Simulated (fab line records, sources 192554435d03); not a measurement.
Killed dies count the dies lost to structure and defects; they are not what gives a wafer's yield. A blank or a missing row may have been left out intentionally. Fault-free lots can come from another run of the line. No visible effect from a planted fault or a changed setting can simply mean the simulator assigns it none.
Chamber matching	flow n5Finfet	3 sister chambers for N5_BEOL_M0_SAQP_PECVD_04 on pecvd-04
The step deposits a-Si from SiH4/He, target thk 60 nm, time 60.2 s. 6 wafers are shown with their chamber, then 6 later ones without.

WAFERS, EACH WITH ITS CHAMBER
wafer	chamber	showerheadPlenumPTorr (Torr)	throttleValvePct (%)
L619.4	0	5.56	20.5
L619.5	1	5.74	19.1
L620.1	0	5.57	20.4
L620.2	1	5.74	19.0
L621.3	2	5.71	17.9
L621.5	2	5.70	17.8

WAFERS WHOSE CHAMBER IS MISSING
wafer	showerheadPlenumPTorr (Torr)	throttleValvePct (%)
L621.6	5.56	20.1
L629.2	5.57	20.2
L629.4	5.71	17.5
L632.2	5.74	19.1
L632.3	5.72	17.7
L632.6	5.74	18.9

CHAMBER TAKEN BY EACH
wafer	from the rows above	in truth
L621.6	0	0
L629.2	0	0
L629.4	2	2
L632.2	1	1
L632.3	2	2
L632.6	1	1
Correct placement for 6 of the 6. From these rows, 0 cannot be placed. Placed wrongly: 0.
How it was worked out, from the rows above alone: a wafer's distance from a chamber is the root of the sum, over the readings, of the square of ((its reading less the chamber's mean) divided by the reading's scatter). If the next closest chamber is less than 2 further off than the closest, the wafer can't be placed; otherwise it belongs to the closest. A chamber's mean is the mean of its shown wafers. The scatter: the root of (the sum of the squares of (reading less its chamber's mean) over the shown wafers, divided by (wafers less chambers)).
